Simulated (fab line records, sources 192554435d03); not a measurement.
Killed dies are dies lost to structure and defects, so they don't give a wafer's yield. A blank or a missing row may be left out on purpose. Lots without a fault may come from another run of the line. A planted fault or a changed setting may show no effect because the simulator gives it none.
fab line records | flow n5_finfet
record lots=7 wafers=39
route steps=1938 shown ZERO_LAYER@11 FIN_SAQP@100 DUMMY_GATE@246 BEOL_M0_SAQP@652
start_h: hours from the record's first day to the start of the lot's first wafer shown | wait_h: hours since the lot's step before | " the same as in the row above | L1.1+2: a row that stands for several wafers | - no value, or no start given | * or withheld: withheld | < > ~ a bound
route shown NAME@n: a module of which the file shows steps, and the number in the route of the first | usual: mean/standard deviation of fault-free wafers | same: alike in all rows | chamber/n: place in a boat | sites: the reading at each site | _std_site: their standard deviation | _edge_site: outer sites' mean less inner sites' | radius_mm: how far each site lies from the wafer's centre | mask NAME#n: copy n | behind: the tool/chamber that last shaped the wafer | hold: why the lot was held/for how many hours/how that ended | device: the transistor (n, p or np) that didn't switch | end of line: the same wafers' tests at the end of the route | a step without rows: its recipe alone | killed: dies lost to structure and defects at the first sort, not the wafer's yield | map: a wafer's dies, x killed, . not, _ none there
set.NAME: the setting as run; set.NAME@STEP: as run at that earlier step | model.NAME: the simulator's own value behind a step, which no gauge read
lots whose settings were changed on purpose; a table a step, a row a wafer
## steps
# step N5_ZERO_LAYER_DEVELOP_10
# recipe develop_time_s=60 rinse_liquid=diw dry=air_spin dev_temp_c=21
# columns lot.wafer tool chamber start_h wait_h set.develop_time_s
L075.1+2+3+4+5+6 litho_track-04 0 - - 60
L076.1+3+4 litho_track-04 0 - - 60
L076.2+5+6 " 0 " " 91.7
L077.1+2+3+4+5+6 litho_track-04 0 - - 60
L078.1+2+4 litho_track-05 0 - - 40.22
L078.3+5+6 " 0 " " 60
L093.2+4+5 litho_track-04 0 - - 60
L094.1+5+6 litho_track-04 0 - - 60
L094.2+3+4 " 0 " " 71.13
L097.1+2+5 litho_track-05 0 - - 40.88
L097.3+4+6 " 0 " " 60
# step N5_ZERO_LAYER_HARDBAKE_23
# recipe temp_c=130 time_s=120
# step N5_ZERO_LAYER_CD_MEAS_11
# recipe target_cd_nm=2000 landing_energy_ev=500 detector=se_inlens
# usual cd_nm=1999.9/1.3
# columns lot.wafer tool chamber start_h wait_h set.develop_time_s@ZERO_LAYER_DEVELOP_10 cd_nm
L075.1 cd_sem-01 0 18.77 - 60 1999.7
L075.2 " 0 " " 60 2000.4
L075.3 " 0 " " 60 1998.1
L075.4 " 0 " " 60 1999.7
L075.5 " 0 " " 60 2000.4
L075.6 " 0 " " 60 1998.6
L076.1 cd_sem-01 0 24.79 - 60 1997.1
L076.2 " 0 " " 91.7 2007.0
L076.3 " 0 " " 60 1999.1
L076.4 " 0 " " 60 1997.4
L076.5 " 0 " " 91.7 2006.5
L076.6 " 0 " " 91.7 2006.8
L077.1 cd_sem-02 0 30.77 - 60 1999.4
L077.2 " 0 " " 60 2000.8
L077.3 " 0 " " 60 2003.3
L077.4 " 0 " " 60 2000.0
L077.5 " 0 " " 60 2000.2
L077.6 " 0 " " 60 2000.8
L078.1 cd_sem-02 0 36.67 - 40.22 1991.5
L078.2 " 0 " " 40.22 1993.6
L078.3 " 0 " " 60 2002.3
L078.4 " 0 " " 40.22 1992.8
L078.5 " 0 " " 60 2000.9
L078.6 " 0 " " 60 1998.7
L093.2 cd_sem-03 0 126.77 - 60 2002.4
L093.4 " 0 " " 60 2001.2
L093.5 " 0 " " 60 2001.3
L094.1 cd_sem-03 0 132.77 - 60 1999.4
L094.2 " 0 " " 71.13 2002.2
L094.3 " 0 " " 71.13 2003.7
L094.4 " 0 " " 71.13 2004.5
L094.5 " 0 " " 60 1998.3
L094.6 " 0 " " 60 2000.6
L097.1 cd_sem-01 0 150.64 - 40.88 1993.0
L097.2 " 0 " " 40.88 1992.7
L097.3 " 0 " " 60 2000.3
L097.4 " 0 " " 60 1999.4
L097.5 " 0 " " 40.88 1990.1
L097.6 " 0 " " 60 1998.5
# step N5_FIN_SAQP_PECVD_06
# recipe material=a-Si target_thk_a=600 temp_c=400 precursor=SiH4/He pressure_torr=3 rf_w=100 time_s=48.1
# columns lot.wafer tool chamber start_h wait_h set.time_s model.a-Si_of_FIN_SAQP_PECVD_06.thk_nm
L075.1 pecvd-02 1 27.28 0.0 29.07 35.56
L075.2 " 0 " " 29.07 35.47
L075.3 " 1 " " 29.07 35.6
L075.4 " 0 " " 48.1 60.11
L075.5 " 1 " " 48.1 60.26
L075.6 " 0 " " 48.1 59.45
L076.1 pecvd-03 1 33.81 0.0 48.1 59.03
L076.2 " 0 " " 39.36 48.6
L076.3 " 1 " " 39.36 50.09
L076.4 " 0 " " 39.36 49.25
L076.5 " 1 " " 48.1 60.25
L076.6 " 0 " " 48.1 60.8
L077.1 pecvd-03 1 39.16 0.0 48.1 58.52
L077.2 " 2 " " 48.1 58.6
L077.3 " 0 " " 74.24 92.59
L077.4 " 0 " " 74.24 93.74
L077.5 " 2 " " 74.24 92.26
L077.6 " 1 " " 48.1 60.43
L078.1 pecvd-03 0 45.19 0.0 48.1 59.98
L078.2 " 1 " " 48.1 58.75
L078.3 " 2 " " 48.1 58.25
L078.4 " 0 " " 48.1 60.83
L078.5 " 1 " " 48.1 61.13
L078.6 " 2 " " 48.1 59.54
L093.2 pecvd-02 2 135.81 0.0 48.1 60.01
L093.4 " 2 " " 48.1 60.71
L093.5 " 2 " " 48.1 60.76
L094.1 pecvd-02 0 141.61 0.0 69.6 86.25
L094.2 " 2 " " 48.1 59.73
L094.3 " 2 " " 48.1 59.75
L094.4 " 0 " " 69.6 86.93
L094.5 " 0 " " 69.6 87.86
L094.6 " 2 " " 48.1 60.17
L097.1 pecvd-03 2 159.81 0.0 48.1 59.4
L097.2 " 0 " " 48.1 61.04
L097.3 " 1 " " 65.88 83.17
L097.4 " 0 " " 65.88 83.54
L097.5 " 2 " " 65.88 83.47
L097.6 " 1 " " 48.1 61.55
# step N5_FIN_SAQP_THK_MEAS_07
# usual thk_nm=60.3/0.74
# columns lot.wafer tool chamber start_h wait_h set.time_s@FIN_SAQP_PECVD_06 thk_nm
L075.1 film_metro-01 - 27.40 0.1 29.07 35.6
L075.2 " - " " 29.07 35.5
L075.3 " - " " 29.07 35.6
L075.4 " - " " 48.1 60.1
L075.5 " - " " 48.1 60.3
L075.6 " - " " 48.1 59.5
L076.1 film_metro-01 - 33.93 0.1 48.1 59.0
L076.2 " - " " 39.36 48.6
L076.3 " - " " 39.36 50.1
L076.4 " - " " 39.36 49.3
L076.5 " - " " 48.1 60.2
L076.6 " - " " 48.1 60.8
L077.1 film_metro-01 - 39.25 0.1 48.1 58.6
L077.2 " - " " 48.1 58.6
L077.3 " - " " 74.24 92.7
L077.4 " - " " 74.24 93.7
L077.5 " - " " 74.24 92.2
L077.6 " - " " 48.1 60.4
L078.1 film_metro-01 - 45.28 0.1 48.1 60.0
L078.2 " - " " 48.1 58.8
L078.3 " - " " 48.1 58.3
L078.4 " - " " 48.1 60.8
L078.5 " - " " 48.1 61.1
L078.6 " - " " 48.1 59.5
L093.2 film_metro-02 - 135.93 0.1 48.1 60.0
L093.4 " - " " 48.1 60.7
L093.5 " - " " 48.1 60.7
L094.1 film_metro-02 - 141.73 0.1 69.6 86.3
L094.2 " - " " 48.1 59.8
L094.3 " - " " 48.1 59.8
L094.4 " - " " 69.6 86.9
L094.5 " - " " 69.6 87.8
L094.6 " - " " 48.1 60.2
L097.1 film_metro-02 - 159.90 0.1 48.1 59.4
L097.2 " - " " 48.1 61.1
L097.3 " - " " 65.88 83.2
L097.4 " - " " 65.88 83.6
L097.5 " - " " 65.88 83.5
L097.6 " - " " 48.1 61.5
# step N5_FIN_SAQP_HM_DEP_72
# recipe material=SiO2 target_thk_a=120 temp_c=400 precursor=SiH4/N2O pressure_torr=0.75 rf_w=275 time_s=7.2
# step N5_FIN_SAQP_COAT_49
# recipe resist=SOC temp_c=250 time_s=60 spin_rpm=1500 resist_thk_nm=100
# step N5_FIN_SAQP_HM_OPEN_73
# recipe chemistry=CHF3/O2 target=SiO2 stop_on=a-Si target_depth_a=120 over_etch_frac=1.8 mask_material=SOC time_s=16.8 pressure_mtorr=30 source_w=650 bias_w=170 Ar_flow_sccm=200 CHF3_flow_sccm=50 O2_flow_sccm=5 ion_energy_ev=200 ends=end_point
# step N5_FIN_SAQP_STRIP_74
# recipe chemistry=CHF3/O2 resist=SiARC rf_frequency_hz=6e+07
# step N5_FIN_SAQP_MANDREL_ETCH_22
# recipe target_depth_a=600 chemistry=HBr/Cl2 target=a-Si stop_on=SiNx bt_time_s=10 over_etch_frac=0.5 time_s=30 pressure_mtorr=10 icp_w=800 bias_w=75 HBr_flow_sccm=150 Cl2_flow_sccm=80 ends=end_point
# usual oes_product_au=0.771/0.01
# columns lot.wafer tool chamber start_h wait_h set.time_s@FIN_SAQP_PECVD_06 oes_product_au model.etch.depth_nm
L075.1 rie_si-03 0 28.14 0.0 29.07 0.587 35.54
L075.2 " 3 " " 29.07 0.573 35.43
L075.3 " 2 " " 29.07 0.578 35.54
L075.4 " 1 " " 48.1 0.755 60.09
L075.5 " 0 " " 48.1 0.780 60.24
L075.6 " 1 " " 48.1 0.759 59.39
L076.1 rie_si-01 0 34.67 0.0 48.1 0.784 59.03
L076.2 " 3 " " 39.36 0.693 48.59
L076.3 " 1 " " 39.36 0.696 50.09
L076.4 " 2 " " 39.36 0.687 49.25
L076.5 " 0 " " 48.1 0.789 60.25
L076.6 " 3 " " 48.1 0.786 60.78
L077.1 rie_si-03 2 40.00 0.0 48.1 0.759 58.5
L077.2 " 1 " " 48.1 0.752 58.6
L077.3 " 3 " " 74.24 0.996 91.49
L077.4 " 0 " " 74.24 1.009 90.24
L077.5 " 2 " " 74.24 0.998 90.82
L077.6 " 3 " " 48.1 0.768 60.42
L078.1 rie_si-01 1 46.15 0.0 48.1 0.774 59.96
L078.2 " 3 " " 48.1 0.776 58.73
L078.3 " 0 " " 48.1 0.777 58.19
L078.4 " 2 " " 48.1 0.774 60.79
L078.5 " 1 " " 48.1 0.774 61.11
L078.6 " 0 " " 48.1 0.779 59.48
L093.2 rie_si-04 1 136.79 0.0 48.1 0.767 60
L093.4 " 1 " " 48.1 0.781 60.71
L093.5 " 3 " " 48.1 0.768 60.76
L094.1 rie_si-01 0 142.87 0.0 69.6 0.995 86.22
L094.2 " 2 " " 48.1 0.772 59.73
L094.3 " 3 " " 48.1 0.768 59.75
L094.4 " 2 " " 69.6 0.978 86.91
L094.5 " 3 " " 69.6 0.996 87.84
L094.6 " 0 " " 48.1 0.779 60.17
L097.1 rie_si-04 1 160.79 0.0 48.1 0.771 59.4
L097.2 " 2 " " 48.1 0.765 61.04
L097.3 " 0 " " 65.88 0.941 83.16
L097.4 " 3 " " 65.88 0.945 83.51
L097.5 " 3 " " 65.88 0.951 83.47
L097.6 " 2 " " 48.1 0.761 61.55
# step N5_DUMMY_GATE_ETCH_32
# recipe chemistry=CF4 target=SiO2 target_depth_a=35 time_s=3.9 ion_energy_ev=350 pressure_mtorr=10 icp_w=800 bias_w=400 cf4_flow_sccm=80
# columns lot.wafer tool chamber start_h wait_h set.time_s model.etch.depth_nm
L075.1 rie_si-02 2 52.42 0.1 3.9 3.527
L075.2 " 3 " " 3.9 3.451
L075.3 " 1 " " 5.504 5.021
L075.4 " 1 " " 5.504 5.001
L075.5 " 2 " " 5.504 5.002
L075.6 " 3 " " 3.9 3.445
L076.1 rie_si-02 3 63.33 0.1 3.9 3.451
L076.2 " 0 " " 3.9 3.528
L076.3 " 2 " " 3.9 3.53
L076.4 " 2 " " 3.9 3.514
L076.5 " 3 " " 3.9 3.426
L076.6 " 0 " " 3.9 3.54
L077.1 rie_si-05 3 65.21 0.1 3.9 3.456
L077.2 " 2 " " 3.9 3.492
L077.3 " 0 " " 3.9 3.579
L077.4 " 1 " " 3.9 3.524
L077.5 " 3 " " 3.9 3.455
L077.6 " 2 " " 3.9 3.473
L078.1 rie_si-06 3 70.93 0.1 3.9 3.573
L078.2 " 0 " " 4.625 4.25
L078.3 " 1 " " 3.9 3.489
L078.4 " 2 " " 3.9 3.524
L078.5 " 0 " " 4.625 4.237
L078.6 " 3 " " 4.625 4.264
L093.2 rie_si-06 1 161.19 0.1 3.9 3.511
L093.4 " 3 " " 3.9 3.596
L093.5 " 2 " " 3.9 3.553
L094.1 rie_si-02 0 166.28 0.1 2.595 2.323
L094.2 " 2 " " 3.9 3.509
L094.3 " 1 " " 2.595 2.338
L094.4 " 3 " " 3.9 3.416
L094.5 " 3 " " 2.595 2.287
L094.6 " 0 " " 3.9 3.467
L097.1 rie_si-02 0 185.06 0.1 5.886 5.25
L097.2 " 3 " " 3.9 3.421
L097.3 " 1 " " 3.9 3.51
L097.4 " 2 " " 3.9 3.492
L097.5 " 1 " " 5.886 5.292
L097.6 " 2 " " 5.886 5.247
# step N5_BEOL_M0_SAQP_DESCUM_19
# recipe chemistry=O2 time_s=7.9 source_power_w=50 bias_power_w=20 pressure_mtorr=20 rf_frequency_hz=2.712e+07 temp_c=40 resist=CAR-ArF o2_flow_sccm=225
# columns lot.wafer tool chamber start_h wait_h set.time_s model.CAR-ArF_of_BEOL_M0_SAQP_COAT_08.thk_nm
L075.1 rie_diel-05 2 112.80 0.0 7.9 84
L075.2+6 " 3 " " 6.33 84.8
L075.3+4 " 1,0 " " 7.9 83.8
L075.5 " 2 " " 6.33 85
L076.1+2 rie_diel-05 0,3 122.14 0.0 7.9 83.6
L076.3 " 2 " " 7.9 83.4
L076.4+6 " 1,3 " " 7.9 83.2
L076.5 " 0 " " 7.9 83
L077.1+6 rie_diel-06 3,0 124.24 0.0 4.25 85.6
L077.2+4+5 " 2,1,1 " " 7.9 83.4
L077.3 " 0 " " 4.25 85.4
L078.1 rie_diel-06 0 132.51 0.0 11.03 82
L078.2 " 2 " " 7.9 84
L078.3+6 " 1,3 " " 7.9 83.8
L078.4+5 " 3,0 " " 11.03 81.8
L093.2+4 rie_diel-03 1 220.84 0.4 7.9 83.2
L093.5 " 0 " " 7.9 83.4
L094.1+4 rie_diel-06 1,2 224.18 0.0 10.71 81.8
L094.2 " 3 " " 7.9 84
L094.3 " 0 " " 7.9 83.6
L094.5 " 3 " " 7.9 83.8
L094.6 " 0 " " 10.71 81.6
L097.1+5 rie_diel-06 3,0 245.20 0.1 7.9 83.6
L097.2 " 2 " " 7.9 83.8
L097.3+4 " 0,1 " " 11.2 81.6
L097.6 " 1 " " 11.2 81.8
# step N5_BEOL_M0_SAQP_ETCH_83
# recipe chemistry=CF4 target=SiARC target_depth_a=390 mask_material=CAR-ArF time_s=65 ion_energy_ev=80 pressure_mtorr=40 source_w=545 bias_w=36 Ar_flow_sccm=100 cf4_flow_sccm=100 ends=cleared
# columns lot.wafer tool chamber start_h wait_h set.time_s@BEOL_M0_SAQP_DESCUM_19 model.CAR-ArF_of_BEOL_M0_SAQP_COAT_08.thk_nm
L075.1+4 rie_diel-05 2,0 112.83 0.0 7.9 56
L075.2 " 3 " " 6.33 56.8
L075.3 " 1 " " 7.9 55.8
L075.5+6 " 2,3 " " 6.33 57
L076.1+2 rie_diel-05 0,3 122.18 0.0 7.9 55.6
L076.3+4+6 " 2,1,3 " " 7.9 55.4
L076.5 " 0 " " 7.9 55.2
L077.1+6 rie_diel-06 3,0 124.27 0.0 4.25 57.6
L077.2+4+5 " 2,1,1 " " 7.9 55.4
L077.3 " 0 " " 4.25 57.4
L078.1 rie_diel-06 0 132.54 0.0 11.03 54
L078.2 " 2 " " 7.9 56.2
L078.3 " 1 " " 7.9 56
L078.4+5 " 3,0 " " 11.03 53.8
L078.6 " 3 " " 7.9 55.8
L093.2+4 rie_diel-03 1 220.90 0.0 7.9 55.4
L093.5 " 0 " " 7.9 55.6
L094.1+4 rie_diel-06 1,2 224.21 0.0 10.71 53.8
L094.2 " 3 " " 7.9 56
L094.3 " 0 " " 7.9 55.4
L094.5 " 3 " " 7.9 55.8
L094.6 " 0 " " 10.71 53.6
L097.1 rie_diel-06 3 245.23 0.0 7.9 55.4
L097.2 " 2 " " 7.9 55.8
L097.3 " 0 " " 11.2 53.4
L097.4+6 " 1 " " 11.2 53.6
L097.5 " 0 " " 7.9 55.6
## key
split step=N5_ZERO_LAYER_DEVELOP_10 setting=develop_time_s stated=60 by=wafer
response step=N5_ZERO_LAYER_CD_MEAS_11 reading=cd_nm change=+0.2 per=1% r=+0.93
split step=N5_FIN_SAQP_PECVD_06 setting=time_s stated=48.1 by=wafer
response step=N5_FIN_SAQP_PECVD_06 reading=model.a-Si_of_FIN_SAQP_PECVD_06.thk_nm change=+0.614 per=1% r=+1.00
response step=N5_FIN_SAQP_THK_MEAS_07 reading=thk_nm change=* per=1% r=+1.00
response step=N5_FIN_SAQP_MANDREL_ETCH_22 reading=oes_product_au change=+0.00469 per=1% r=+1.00
response step=N5_FIN_SAQP_MANDREL_ETCH_22 reading=model.etch.depth_nm change=+0.601 per=1% r=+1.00
split step=N5_DUMMY_GATE_ETCH_32 setting=time_s stated=3.9 by=wafer
response step=N5_DUMMY_GATE_ETCH_32 reading=model.etch.depth_nm change=+0.0358 per=1% r=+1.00
split step=N5_BEOL_M0_SAQP_DESCUM_19 setting=time_s stated=7.9 by=wafer
response step=N5_BEOL_M0_SAQP_DESCUM_19 reading=model.CAR-ArF_of_BEOL_M0_SAQP_COAT_08.thk_nm change=-0.0499 per=1% r=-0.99
response step=N5_BEOL_M0_SAQP_ETCH_83 reading=model.CAR-ArF_of_BEOL_M0_SAQP_COAT_08.thk_nm change=-0.0507 per=1% r=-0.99
